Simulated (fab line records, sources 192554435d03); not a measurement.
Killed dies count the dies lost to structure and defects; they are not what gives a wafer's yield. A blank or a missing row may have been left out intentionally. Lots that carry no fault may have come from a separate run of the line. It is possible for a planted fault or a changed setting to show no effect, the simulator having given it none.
fab line records	flow n5Finfet
record: lots: 5	wafers: 14	lastDay: 16
route steps=1938 shown BEOL_M4@1099 BEOL_M5@1112 MIM_BOT_ETCH@1868 PASSIVATION@1936
lots that met no fault: from a run of the same line without faults
startH: hours from the record's first day to the start of the lot's first wafer shown	waitH: hours from the lot's prior step to this one	" the same as in the row above	L1.1+2: a single row standing in for several wafers	- no value present, or no start provided	* or withheld: withheld	< > ~ a bound
route shown NAME@n: a module of which the file shows steps, and the number in the route of the first	usual: mean/standard deviation taken from wafers without a fault	same: alike in all rows	chamber/n: place in a boat	sites: per-site readings	_std_site: their standard deviation	_edge_site: inner sites' mean taken away from outer sites' mean	radiusMm: how far each site lies from the wafer's centre	mask NAME#n: copy n	behind: the most recent tool/chamber to have shaped the wafer	hold: why the lot went on hold/how many hours it stayed there/how the hold came to an end	device: transistor that didn't switch, given as n, p or np	end of line: tests of these same wafers at the route's end	a step given without rows: its recipe and nothing more	killed: count of dies lost to structure and defects at first sort (not the wafer's yield)	map: dies across one wafer; x = killed, . = not, _ = none there
set.NAME: the setting as run; set.NAME@STEP: as run at that earlier step	model.NAME: the simulator's own value behind a step, which no gauge read
certain route steps with their lots: each step a table, each wafer a row
services: a tool's chamber out of use, with start hour (startH, from the record's first day; less than 0 if before it), hours out, and reason
== steps ==
step: N5_BEOL_M4_ANNEAL_95
recipe: tempC: 400	timeS: 240	ambient: vacuum
step: N5_BEOL_M4_SPUTTER_96
recipe: material: Cu	targetThkA: 45	tempC: -20	chamberPressurePa: 0.07	powerW: withheld	timeS: 8.29
step: N5_BEOL_M4_ECD_50
recipe: material: Cu	targetThkA: 3000
step: N5_BEOL_M4_ANNEAL_51
recipe: tempC: 225	timeS: 90	ambient: N2
step: N5_BEOL_M4_CMP_52
recipe: stopOn: SiOC	tOverpolishS: 6.8	downForcePsi: 1	platenRpm: 50	clearingPlatenDownForcePsi: 1.5	clearingPlatenRpm: 50	postCmpClean: cuAlkaline	targetThkNm: 40	clearingPlatenPadVelocityMS: 0.99484	padVelocityMS: 0.99484
step: N5_BEOL_M4_PRE_CLEAN_60
recipe: gas: NH3/H2	timeS: 15	tempC: *	rfPowerW: 300
step: N5_BEOL_M4_CO_CAP_55
recipe: material: Co	targetThkA: 20	tempC: 200	precursor: CCTBA/H2	pressureTorr: 30	timeS: 102.1
step: N5_BEOL_M4_PRE_CLEAN_56
recipe: gas: NH3	timeS: 15	tempC: withheld	rfPowerW: 300
step: N5_BEOL_M4_DEP_57
recipe: material: SiCN	targetThkA: 80	tempC: withheld	precursor: 3MS/NH3	pressureTorr: 3	rfW: 202	timeS: 14
step: N5_BEOL_M4_RC_MEAS_101
usual: DIBL_N: 36.3/1.2	DIBL_P: 36.3/1.4	IOFF_N: 0.157/0.02	IOFF_P: 0.22/0.033	ION_N: 675/9.6	ION_P: 465/8.2	SS_N: 71.4/0.45	SS_P: 73.3/0.54	VT_N: 249.8/2.5	VT_P: -249/3.2
lot.wafer	tool	chamber	startH	waitH	DIBL_N[mV/V]	DIBL_P[mV/V]	IOFF_N[nA/um]	IOFF_P[nA/um]	ION_N[uA/um]	ION_P[uA/um]	SS_N[mV/dec]	SS_P[mV/dec]	VT_N[mV]	VT_P[mV]
L492.1	prober-02	0	203.05	0.0	37.3	38.1	0.180	0.25	680	473	72.2	73.1	251.2	-247
L492.2	"	0	"	"	34.9	35.0	0.127	0.19	668	464	70.9	73.0	252.0	-249
L492.4	"	0	"	"	37.5	38.4	0.191	0.26	690	476	72.1	74.0	246.9	-246
L495.2	prober-01	0	209.24	0.2	36.1	35.9	0.161	0.24	685	477	70.8	73.3	249.4	-245
L495.3	"	0	"	"	36.7	36.7	0.175	0.25	681	469	72.3	73.1	248.9	-251
L495.6	"	0	"	"	36.7	36.8	0.176	0.24	685	473	72.0	73.3	247.5	-250
L494.3	prober-01	0	215.95	0.3	37.9	36.4	0.161	0.22	665	458	71.9	73.6	247.9	-249
L494.4	"	0	"	"	36.8	35.4	0.151	0.20	668	456	71.0	72.8	250.5	-250
L505.4	prober-02	0	277.36	0.5	36.2	35.8	0.149	0.20	669	457	71.3	73.6	248.4	-252
L505.5	"	0	"	"	36.7	36.7	0.155	0.22	672	464	72.1	73.6	248.1	-250
L505.6	"	0	"	"	36.6	36.1	0.151	0.20	673	455	71.9	74.2	249.9	-253
L506.2	prober-02	0	284.87	0.2	37.7	37.9	0.167	0.23	678	469	71.5	73.8	249.0	-248
L506.3	"	0	"	"	36.9	37.5	0.150	0.23	673	471	71.6	73.1	251.8	-247
L506.5	"	0	"	"	37.3	37.6	0.155	0.22	679	464	71.1	73.7	252.0	-249
step: N5_BEOL_M5_ILD_DEP_00
recipe: material: SiCOH_lowk	targetThkA: 1406.4	tempC: 300	precursor: DEMS/porogen	pressureTorr: 5	rfW: 500	timeS: 25.9
step: N5_BEOL_M5_CURE_79
recipe: tempC: 385	timeS: 240	ambient: He/Ar	material: SiCOH_lowk
step: N5_BEOL_M5_PECVD_70
recipe: material: SiO2	targetThkA: 160	tempC: 400	precursor: TEOS/O2	pressureTorr: 5.5	rfW: 450	teosFlowSccm: 53.8	gas: O2	flowSccm: 3000	timeS: 18
step: N5_BEOL_M5_HM_DEP_02
recipe: material: TiN	targetThkA: 200	tempC: 25	chamberPressurePa: 0.49996
step: N5_BEOL_M5_COAT_59
recipe: resist: SOC	tempC: 250	timeS: 60	spinRpm: 1500	resistThkNm: 60
step: N5_BEOL_M5_COAT_60
recipe: resist: SiARC	tempC: 220	timeS: 60	spinRpm: 1500	resistThkNm: 12
step: N5_BEOL_M5_COAT_71
recipe: resist: underlayer	tempC: 205	timeS: 60	spinRpm: 1500	resistThkNm: 5
step: N5_BEOL_M5_COAT_05
recipe: resist: CAR-EUV	spinRpm: 1500	resistThkNm: 30
step: N5_BEOL_M5_EBR_07
recipe: solvent: PGMEA	ebrWidthMm: 1.5
step: N5_BEOL_M5_SOFTBAKE_06
recipe: tempC: 110	timeS: 60	resist: CAR-EUV
step: N5_BEOL_M5_EXPOSE_08
recipe: maskId: M5	na: 0.33	sourceShape: annular	sigmaInner: 0.4	sigmaOuter: 0.8	polarization: unpolarized	targetCdNm: 28	doseMj: 35.75
step: N5_BEOL_M5_PEB_09
recipe: pebTempC: 100	pebTimeS: 60	resist: CAR-EUV
step: N5_BEOL_M5_DEVELOP_10
recipe: developTimeS: 30	developer: TMAH	resist: CAR-EUV	rinseLiquid: surfactantRinse	dry: airSpin	devTempC: 23
step: N5_BEOL_M5_DESCUM_16
recipe: chemistry: O2	timeS: 7	sourcePowerW: 50	biasPowerW: 20	pressureMtorr: 20	rfFrequencyHz: 2.712e+07	tempC: 40	resist: CAR-EUV	o2FlowSccm: 225
step: N5_BEOL_M5_ETCH_72
recipe: chemistry: N2/H2	target: underlayer	targetDepthA: 65	maskMaterial: CAR-EUV	timeS: 5.2	ionEnergyEv: 200	pressureMtorr: 30	sourceW: 840	biasW: 150	n2FlowSccm: 200	h2FlowSccm: 200	ends: cleared
step: N5_BEOL_M5_ETCH_61
recipe: chemistry: CF4	target: SiARC	targetDepthA: 156	maskMaterial: CAR-EUV	timeS: 26	ionEnergyEv: 80	pressureMtorr: 40	sourceW: 545	biasW: 36	Ar_flow_sccm: 100	cf4FlowSccm: 100	ends: cleared
step: N5_BEOL_M5_ETCH_62
recipe: chemistry: N2/H2	target: SOC	targetDepthA: 750	overetchA: 150	maskMaterial: SiARC	tempC: 40	timeS: 112.5	ionEnergyEv: 200	pressureMtorr: 30	sourceW: 840	biasW: 150	n2FlowSccm: 200	h2FlowSccm: 200
step: N5_BEOL_M5_STRIP_63
recipe: chemistry: N2/H2	tempC: 40	n2FlowSccm: 200	h2FlowSccm: 200	rfFrequencyHz: 6e+07
step: N5_BEOL_M5_STRIP_73
recipe: chemistry: N2/H2	tempC: 40	n2FlowSccm: 200	h2FlowSccm: 200	rfFrequencyHz: 6e+07
step: N5_BEOL_M5_STRIP_64
recipe: chemistry: CF4	resist: SiARC	powerW: 300	biasPowerW: 75	pressureMtorr: 50	cf4FlowSccm: 150	rfFrequencyHz: 6e+07
step: N5_BEOL_M5_HM_OPEN_17
recipe: chemistry: Cl2/BCl3	targetDepthA: 200	overetchA: 60	target: TiN	maskMaterial: SOC	ionEnergyEv: 150	pressureMtorr: 10	icpW: 1000	biasW: 126	Cl2_flow_sccm: 53.25	bcl3FlowSccm: 21.75	Ar_flow_sccm: 25
step: N5_BEOL_M5_STRIP_19
recipe: chemistry: O2	powerW: 400	tempC: 40	pressureMtorr: 30	rfFrequencyHz: 6e+07	biasPowerW: 0	overashFraction: 0.2	o2FlowSccm: 225
step: N5_BEOL_M5_COAT_65
recipe: resist: SOC	tempC: 250	timeS: 60	spinRpm: 1500	resistThkNm: 60
step: N5_BEOL_M5_COAT_66
recipe: resist: SiARC	tempC: 220	timeS: 60	spinRpm: 1500	resistThkNm: 12
step: N5_MIM_BOT_ETCH_ETCH_00
recipe: chemistry: Cl2/BCl3	target: TiN	targetDepthA: 455	ionEnergyEv: 150	pressureMtorr: 10	icpW: 1000	biasW: 126	Cl2_flow_sccm: 53.25	bcl3FlowSccm: 21.75	Ar_flow_sccm: 25
usual: drypumpMotorCurrentA: 6.1/0.4	oesProductAu: 0.74/0.074	throttleValvePct: 21.80/0.099
lot.wafer	tool	chamber	startH	waitH	drypumpMotorCurrentA	oesProductAu	rfHoursCounterH	throttleValvePct	model.etch.depthNm	model.MIM_BOT_ETCH.cdOffsetNm
L495.2	rieMetal-02	0	292.22	0.1	6.6	0.57	82	22.02	34.59	0.2
L495.3	"	0	"	"	6.5	0.69	-	21.80	46.35	-0.2
L495.6	"	0	"	"	6.6	0.69	-	21.78	46.66	-0.2
L492.1	rieMetal-02	0	299.26	0.1	6.5	0.68	83	21.80	46.15	-0.4
L492.2	"	1	"	"	6.3	0.62	61	21.98	34.86	0.4
L492.4	"	1	"	"	6.3	0.62	-	21.97	34.62	0.6
L494.3	rieMetal-02	0	302.01	0.1	6.6	0.68	-	21.79	46.03	0
L494.4	"	1	"	"	6.3	0.61	-	22.00	34.07	0.4
L505.4	rieMetal-03	1	366.35	0.2	6.0	0.80	-	21.79	45.86	0
L505.5	"	1	"	"	5.9	0.80	-	21.79	45.99	0
L505.6	"	1	"	"	5.9	0.79	-	21.81	45.96	0.2
L506.2	rieMetal-02	1	376.36	0.1	6.3	0.72	68	21.78	46.42	0
L506.3	"	1	"	"	6.3	0.72	-	21.78	45.9	-0.2
L506.5	"	0	"	"	6.5	0.67	-	21.83	45.98	0.2
step: N5_PASSIVATION_PROBE_49
usual: defectLimitedYield: 91.1/1.4	killed_at_M0_to_M3: 33/10	killed_at_M4_up: 15/5.8	killedAtContacts: 13/5.9	killedAtFrontEnd: 39/11	killedAtOther: 4/3.6	killedDies: 105/16	killedOnRim: 13/3.7	killedOpen: 68/11	killedShort: 34/7.8	sort_bin_5_function: 5.2/0.88	sort_bin_6_memory: 3.3/0.61	sortNPass: 1075/16	sortYieldPct: 91.1/1.4
same: grossDies: 1180	killedAtBackSide: 0	sort_bin_4_leakage[%]: 0	sort_bin_8_speed[%]: 0
lot.wafer	tool	chamber	startH	waitH	defectLimitedYield[%]	killed_at_M0_to_M3	killed_at_M4_up	killedAtContacts	killedAtFrontEnd	killedAtOther	killedDies	killedOnRim	killedOpen	killedShort	sort_bin_5_function[%]	sort_bin_6_memory[%]	sortNPass	sortYieldPct[%]
L495.2	prober-01	-	300.85	0.1	27.5	24	30	8	58	736	856	48	80	46	68.4	3.8	324	27.5
L495.3	prober-01	-	300.90	0.1	91.4	29	25	17	23	8	102	14	73	25	4.6	3.7	1078	91.4
L495.6	prober-01	-	301.05	0.3	91.2	28	23	15	25	13	104	15	76	24	4.9	3.8	1076	91.2
L492.1	prober-01	-	309.27	0.2	93.1	24	7	10	40	1	82	5	48	22	4.1	1.9	1098	93.1
L492.2	prober-01	-	309.32	0.2	38.5	29	5	10	40	642	726	49	57	25	58.2	3.1	454	38.5
L492.4	prober-01	-	309.42	0.3	29.3	20	14	6	36	758	834	64	51	26	67.9	2.6	346	29.3
L494.3	prober-01	-	311.18	0.1	90.4	37	18	13	42	3	113	15	82	29	5.8	3.6	1067	90.4
L494.4	prober-01	-	311.23	0.2	12.7	40	15	14	50	911	1030	88	80	45	83.4	3.5	150	12.7
L505.4	prober-02	-	375.82	0.2	91.8	23	10	13	44	7	97	14	54	40	4.8	3.1	1083	91.8
L505.5	prober-02	-	375.87	0.2	87.4	37	28	20	51	13	149	15	109	36	6.9	5.3	1031	87.4
L505.6	prober-02	-	375.92	0.3	90.1	36	7	8	59	7	117	15	76	38	6.0	3.5	1063	90.1
L506.2	prober-02	-	385.75	0.1	91.4	34	13	24	30	1	102	17	62	38	5.3	3.1	1078	91.4
L506.3	prober-02	-	385.80	0.1	89.6	35	14	21	52	1	123	16	80	40	6.4	4.1	1057	89.6
L506.5	prober-02	-	385.90	0.2	91.3	45	17	15	26	0	103	12	67	36	5.3	3.3	1077	91.3
killed by level:class
L495.2 MIM_BOT_ETCH:areaEtch=730 FIN_SAQP:geometricParticle:open=20 BEOL_M4:geometricParticle:open=15 FIN_SAQP:geometricParticle:short=10 MOL_CONTACT_COAG:geometricParticle:open=6 GATE_CUT:geometricParticle:short=5 ILD0:geometricParticle:short=5 BEOL_M0_SAQP:geometricParticle:open=5
L495.3 MOL_CONTACT_COAG:geometricParticle:open=15 BEOL_M4:geometricParticle:open=11 BEOL_M1:geometricParticle:open=10 BEOL_M3:geometricParticle:open=7 STI_FIN_REVEAL:geometricParticle:open=6 STARTING-WAFER:geometricParticle:short=5 BEOL_M0_SAQP:geometricParticle:open=4 PAD_METAL:geometricParticle:short=4
L495.6 MOL_CONTACT_COAG:geometricParticle:open=12 BEOL_M0_SAQP:geometricParticle:open=8 BEOL_M1:geometricParticle:open=8 BEOL_M4:geometricParticle:open=8 FIN_SAQP:geometricParticle:open=7 STI_FIN_REVEAL:geometricParticle:open=5 BEOL_M2:geometricParticle:open=4 BEOL_M8:geometricParticle:open=4
L492.1 MOL_CONTACT_COAG:geometricParticle:open=10 HKMG_FIN:areaEtch=9 BEOL_M1:geometricParticle:open=7 STI_FIN_REVEAL:geometricParticle:open=5 FIN_SAQP:geometricParticle:open=4 FIN_SAQP:geometricParticle:short=3 STI_FIN_REVEAL:geometricParticle:short=3 DUMMY_GATE:geometricParticle:open=3
L492.2 MIM_BOT_ETCH:areaEtch=642 FIN_SAQP:geometricParticle:open=9 MOL_CONTACT_COAG:geometricParticle:open=9 FIN_SAQP:geometricParticle:short=6 GATE_CUT:geometricParticle:short=6 BEOL_M3:geometricParticle:open=6 STI_FIN_REVEAL:geometricParticle:open=5 DUMMY_GATE:geometricParticle:open=5
L492.4 MIM_BOT_ETCH:areaEtch=754 FIN_SAQP:geometricParticle:open=9 FIN_SAQP:geometricParticle:short=8 BEOL_M1:geometricParticle:open=6 STI_FIN_REVEAL:geometricParticle:open=4 BEOL_M2:geometricParticle:open=4 BEOL_M3:geometricParticle:open=4 GATE_CUT:geometricParticle:short=3
L494.3 FIN_SAQP:geometricParticle:open=14 STI_FIN_REVEAL:geometricParticle:open=11 BEOL_M0_SAQP:geometricParticle:open=10 MOL_CONTACT_COAG:geometricParticle:open=9 BEOL_M0_SAQP:geometricParticle:short=9 FIN_SAQP:geometricParticle:short=8 BEOL_M1:geometricParticle:open=5 DUMMY_GATE:geometricParticle:open=4
L494.4 MIM_BOT_ETCH:areaEtch=905 STI_FIN_REVEAL:geometricParticle:open=20 MOL_CONTACT_COAG:geometricParticle:open=12 BEOL_M0_SAQP:geometricParticle:short=11 FIN_SAQP:geometricParticle:open=10 FIN_SAQP:geometricParticle:short=8 BEOL_M1:geometricParticle:open=8 BEOL_M0_SAQP:geometricParticle:open=5
L505.4 FIN_SAQP:geometricParticle:open=11 MOL_CONTACT_COAG:geometricParticle:open=11 FIN_SAQP:geometricParticle:short=9 BEOL_M2:geometricParticle:open=7 STI_FIN_REVEAL:geometricParticle:open=6 GATE_CUT:geometricParticle:short=6 BEOL_M3:geometricParticle:open=5 BEOL_M4:geometricParticle:open=5
L505.5 FIN_SAQP:geometricParticle:open=21 MOL_CONTACT_COAG:geometricParticle:open=16 BEOL_M4:geometricParticle:open=15 STI_FIN_REVEAL:geometricParticle:open=10 BEOL_M3:geometricParticle:open=10 FIN_SAQP:geometricParticle:short=9 BEOL_M0_SAQP:geometricParticle:open=8 BEOL_M5:geometricParticle:open=6
L505.6 FIN_SAQP:geometricParticle:open=18 BEOL_M2:geometricParticle:open=17 FIN_SAQP:geometricParticle:short=11 STI_FIN_REVEAL:geometricParticle:open=8 MOL_CONTACT_COAG:geometricParticle:open=7 STARTING-WAFER:geometricParticle:open=6 BEOL_M2:geometricParticle:short=4 GATE_CUT:geometricParticle:open=3
L506.2 MOL_CONTACT_COAG:geometricParticle:open=22 BEOL_M0_SAQP:geometricParticle:short=9 GATE_CUT:geometricParticle:short=8 BEOL_M0_SAQP:geometricParticle:open=6 BEOL_M1:geometricParticle:open=6 BEOL_M2:geometricParticle:open=6 STARTING-WAFER:geometricParticle:short=5 STI_FIN_REVEAL:geometricParticle:open=4
L506.3 MOL_CONTACT_COAG:geometricParticle:open=19 DUMMY_GATE:geometricParticle:open=11 BEOL_M0_SAQP:geometricParticle:short=9 STI_FIN_REVEAL:geometricParticle:open=8 SPACER0:geometricParticle:open=6 GATE_CUT:geometricParticle:short=6 BEOL_M1:geometricParticle:open=5 BEOL_M3:geometricParticle:open=5
L506.5 BEOL_M0_SAQP:geometricParticle:short=15 MOL_CONTACT_COAG:geometricParticle:open=15 BEOL_M0_SAQP:geometricParticle:open=10 BEOL_M2:geometricParticle:open=9 STI_FIN_REVEAL:geometricParticle:open=8 GATE_CUT:geometricParticle:short=4 BEOL_M8:geometricParticle:open=4 DUMMY_GATE:geometricParticle:open=3
map L492.4 (x killed, . not)
_________________.....xx.x.xx________________
______________.....x..x..x..xxxx_____________
___________....x......xxxxxxxxxxx.x__________
__________............xxx..xx.xxxxxx_________
________....x.........x.xx.xxxx.x.x.xx_______
_______.....x..xxxx.x.xxx.....xxxxxx..x______
______..........xxxxxxx........xxxxxx.xx_____
_____........x.xxxxxxxxxx...xx.xxxxxxxxxx____
____.........xxxxxxxxxxxxxxx..xxxxxxxxxxx.___
___..xxx.xx...xxxxxxxxxxxxxxxxxxxxx.xx.x.x.__
___...xx.xxxxxxxxxxxxxxxxxxxxxxxx.x..xxxx..__
__.xx...xxxxxxxxxxxxxxxxxxxxxxxxxxx..xx....._
__....x.x.xxxxxxxxxxxxxxxxxxxxxxxxxxx.x....._
_.x...x...xxxxxxxxxxxxxxxxxxxxxxxxx.xx.....x.
_...........xxxxxxxxxxxxxxxxxxxxxxxxxxxx.....
_x..x..xxx.xxxxxxxxxxxxxxxxxxxxxxxxx...x.....
_x..x....xx.xxxxxxxxxxxxxxxxxxxxxxxx.x.......
_.xxxxx.xxxxxxxxxxxxxxxxxxxxxxxxxx.x.......x.
_...xxxxxxxxxxxxxxxxxxxxxxxxxxxxxx.x.x....xxx
_..xxxxxxxxxxxxxxxxxxxxxxxxxxxxxxxxxxx..xxxxx
_...xxxxxxxxxxxxxxxxxxxxxxxxxxxxxxxxxxxxxxxxx
__.xxxxxxxxxxxxxxxxxxxxxxxxxxxxxxxxxxxxxxxxx_
__xx..xxxxxxxxxxxxxxxxxxxxxxxxxxxxxxxxxxxxxx_
___...xxxxxxxxxxxxxxxxxxxxxxxxxxxxxxxxxxxxx__
___.....xxxxxxxxxxxxxxxxxxxxxxxxxxxxxxxxxx.__
____....xxxxxxxxxx.xxxxxxxxxxxxxxxxxxxxxxx___
_____x.....xxxxxxxxxxxxxxxxxxxxxx.xxxxxxx____
______....xxxx.xxxx.xxxxxxxxx.x.x.xxxxxx_____
_______....x.xxxx.xx.xxxxxx.xx.x.xxxxxx______
________.....x.xx.x..xxx.xx....x.xxxxx_______
__________...x.xxxxx.xxxxx.x..xxx.xx_________
___________...x.xx.xx.x.x.....x.xx.__________
______________xx...xx.xx..x...xx_____________
_________________.x....x.x.x.________________
map L494.4 (x killed, . not)
_________________.xx.xxx..x.x________________
______________.xx....xxx...x.xxx_____________
___________.....x...xxxxx.xxxxxxxxx__________
__________......x.xxxxxxxx.x.xxxxxxx_________
________x..x.x..x..xxxxxxxx.xxxxxxxxxx_______
_______....x.xxxxxxxxxxxxxxxxxxxxxxxxxx______
______...xx.xxxxxxxxxxxxxxxxxxxxxxxxxxxx_____
_____..x..xxxxxxxxxxxxxxxxxxxxxxxxxxxxx.x____
____...xxxxxxxxxxxxxxxxxxxxxxxxxxxxxxxxxxx___
___...xxxxxxxxxxxxxxxxxxxxxxxxxxxxxxxxxxx.x__
___..x.xxx.xxxxxxxxxxxxxxxxxxxxxxxxxxxxx.xx__
__.x.x.xxxxxxxxxxxxxxxxxxxxxxxxxxxxxxxx...x._
__.xxx.xxxxxxxxxxxxxxxxxxxxxxxxxxxxxx.xx.x.x_
_....x.xxxxxxxxxxxxxxxxxxxxxxxxxxxxxxxxxxxxxx
_.x.....xxxxxxxxxxxxxxxxxxxxxxxxxxxxxxx.xxxxx
_.xxxxxxxxxxxxxxxxxxxxxxxxxxxxxxxxxxxxxxxxxxx
_xx.xxxxx.xxxxxxxxxxxxxxxxxxxxxxxxxxxxxxxxxxx
_..xxxxxxxxxxxxxxxxxxxxxxxxxxxxxxxxxx.xxxxxxx
_xx.xxxxxxxxxxxxxxxxxxxxxxxxxxxxxxxxxxxxxxxxx
_x.xxxxxxxxxxxxxxxxxxxxxxxxxxxxxxxxxxxxxxx.xx
_..xxxxxxxxxxxxxxxxxxxxxxxxxxxxxxxxxxxxxxxxxx
__...xxxxxxxxxxxxxxxxxxxxxxxxxxxxxxxxxxxxxxx_
__x..xxxxxxxxxxxxxxxxxxxxxxxxxxxxxxxxxxxxxxx_
___..xxxxxxxxxxxxxxxxxxxxxxxxxxxxxxxxxxxxxx__
___....xxxxxxxxxxxxxxxxxxxxxxxxxxxxxxxxxxxx__
____..xxxxxxxxxxxxxxxxxxxxxxxxxxxxxxxxxxxx___
_____.x.xxxxxxxxxxxxxxxxxxxxxxxxxxxxxxxxx____
______.x.xxxxxxxxxxxxxxxxxxxxxxxxxxxxxxx_____
_______.....xxxxxxx.xxxxxxxxxxxxxxxxxxx______
________....x.xxxxxx.xxxxxxxxxxxxxxxxx_______
__________..x.xxxxx..xxxxxxxxxxxxxxx_________
___________..x..x..xxxxxxxxxxxxxxxx__________
______________xx..x..x.xxxxxxxxx_____________
_________________.x...xxxxxxx________________
== services ==
tool	chamber	startH	hours	kind
rieMetal-03	0	355.51	-	clean
rieMetal-03	0	355.51	17.4	scheduledDown
rieMetal-03	0	355.51	17.4	ventCycle
== key ==
firstSign: step: N5_MIM_BOT_ETCH_ETCH_00	reading: throttleValvePct	direction: up	sigmas: 2	usual: *	struck: *
effect: step: N5_MIM_BOT_ETCH_ETCH_00	reading: oesProductAu	direction: down	sigmas: 1.8	usual: 0.74	struck: 0.61
effect: step: N5_PASSIVATION_PROBE_49	reading: killedAtOther	direction: up	sigmas: 99+	usual: 4	struck: 762
modelEffect: step: N5_MIM_BOT_ETCH_ETCH_00	value: etch.depthNm	without: 46.52	struck: 34.54
moreKillsBornAt: N5_MIM_BOT_ETCH_ETCH_00@rieMetal-02: 3031
metAt N5_MIM_BOT_ETCH_ETCH_00
struckWafers L492.2,L492.4,L494.4,L495.2
laterRowsLeftOut L492.2,L492.4,L494.4,L495.2
fault: kind: processParameterDrift	tool: rieMetal-02	chamber: -	onsetH: 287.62	steps: N5_MIM_BOT_ETCH_ETCH_00	channel: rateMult	offset: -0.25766	shape: step	endH: 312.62	scope: struckWafersOnly
laterRowsLeftOut: the simulator's readings of these wafers behind a module that went badly wrong aren't trusted and aren't shown, but for the sort
